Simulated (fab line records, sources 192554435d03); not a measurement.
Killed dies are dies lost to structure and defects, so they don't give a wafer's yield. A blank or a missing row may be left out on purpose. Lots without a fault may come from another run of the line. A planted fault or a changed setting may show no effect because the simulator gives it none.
A struck lot beside a sound one | flow n5_finfet | 15 steps out of a route of 1938
Sound: wafers L819.2, L819.4, L819.5. Struck: wafer L830.3. (L830.5 of the same lot was not struck and is left out.) The cause comes at the end.
At each step with rows: each side's tool, then ch and its chambers, then its first start. Under that, the readings that differ: sound wafers | struck wafers | difference of the means | sigmas: that difference in standard deviations of wafers without a fault.
alike: readings whose means differ by less than 2 such deviations, and words and numbers that are the same on both sides. not compared: withheld readings, readings that some wafer has no value for, bounds like >300 that may hide the same value, and numbers for which the record gives no deviation and whose values overlap.
The two part at a step that has a row with sigmas, a row that says differs or no value, or rows on one side only. Numbers that don't overlap but have no deviation are shown without sigmas and don't part them. A reading that every wafer of one side lacks parts them only if that side has two wafers or more.

first, 1 step without rows for these wafers: N5_BEOL_M6_CURE_75 (cures SiCOH lowk, time 120 s).
N5_BEOL_M6_DEGAS_44: time 60 s.
  sound on pvd_sputter-03, day 10 16:29; struck on pvd_sputter-02, day 13 17:37
  alike: heater_power_w
N5_BEOL_M6_PRE_CLEAN_45: time 30 s.
  sound on pvd_sputter-03, day 10 16:31; struck on pvd_sputter-02, day 13 17:40
  alike: heater_power_w
N5_BEOL_M6_ALD_77: deposits TaN, target thk 2 nm, pulse time 2 s, purge time 3 s.
  sound on ald_metal-02 ch 0,1,3, day 10 16:49; struck on ald_metal-01 ch 1, day 13 17:46
  alike: heater_power_w
N5_BEOL_M6_SURFACE_TREAT_79:
  sound on pvd_sputter-02, day 10 18:17; struck on pvd_sputter-02, day 13 18:06
  not compared: pressure_mtorr, throttle_valve_pct
then, 4 steps without rows for these wafers: N5_BEOL_M6_CVD_78 (deposits Co from CCTBA/H2, target thk 2 nm, time 142.3 s); N5_BEOL_M6_SPUTTER_48 (material Cu, target thk 10 nm, time 1.667 s); N5_BEOL_M6_ECD_50 (material Cu, target thk 300 nm); N5_BEOL_M6_ANNEAL_51 (time 90 s).
N5_BEOL_M6_CMP_52: polishes, stops on SiCOH lowk, t overpolish 6.9 s, target thk 80 nm.
  sound on cmp-03 ch 2,3, day 10 19:07; struck on cmp-01 ch 1, day 13 19:11
  alike: barrier_field_endpoint_s, clearing_platen_rpm, motor_current_A, overpolish_run_s, time_to_endpoint_s
N5_BEOL_M6_THK_MEAS_53: measures by xrf.
  sound on film_metro-01, day 10 19:25; struck on film_metro-01, day 13 19:29
  alike: M6_THK
then, 1 step without rows for these wafers: N5_BEOL_M6_PRE_CLEAN_55 (time 15 s).
N5_BEOL_M6_DEP_56: deposits SiCN from 3MS/NH3, target thk 10 nm, time 17.5 s.
  sound on pecvd-01 ch 0,1,2, day 10 19:28; struck on pecvd-02 ch 2, day 13 19:32
  reading                                  | sound          | struck | difference | sigmas
  model.SiCN_of_BEOL_M6_DEP_56.thk_nm (nm) | 10.2 10.2 10.2 | 5.2    | -5.0       |
  alike: showerhead_plenum_p_Torr, throttle_valve_pct
N5_BEOL_M6_RS_MEAS_57: measures by four-point-probe.
  sound on film_metro-01, day 10 19:32; struck on film_metro-01, day 13 19:37
  alike: M6_RS
-- the record jumps here: 4 days lie between the struck wafers' starts before and after (it left off in module BEOL_M6 and takes up again in module PASSIVATION, whose first step shown is number 1936 of the route) --
N5_PASSIVATION_PROBE_49:
  the record has rows for the struck wafers here (prober-02, day 17 08:08) and none for the sound ones

WHERE THEY PART
Only at N5_PASSIVATION_PROBE_49, within this record.

WHY: what the simulator had put in
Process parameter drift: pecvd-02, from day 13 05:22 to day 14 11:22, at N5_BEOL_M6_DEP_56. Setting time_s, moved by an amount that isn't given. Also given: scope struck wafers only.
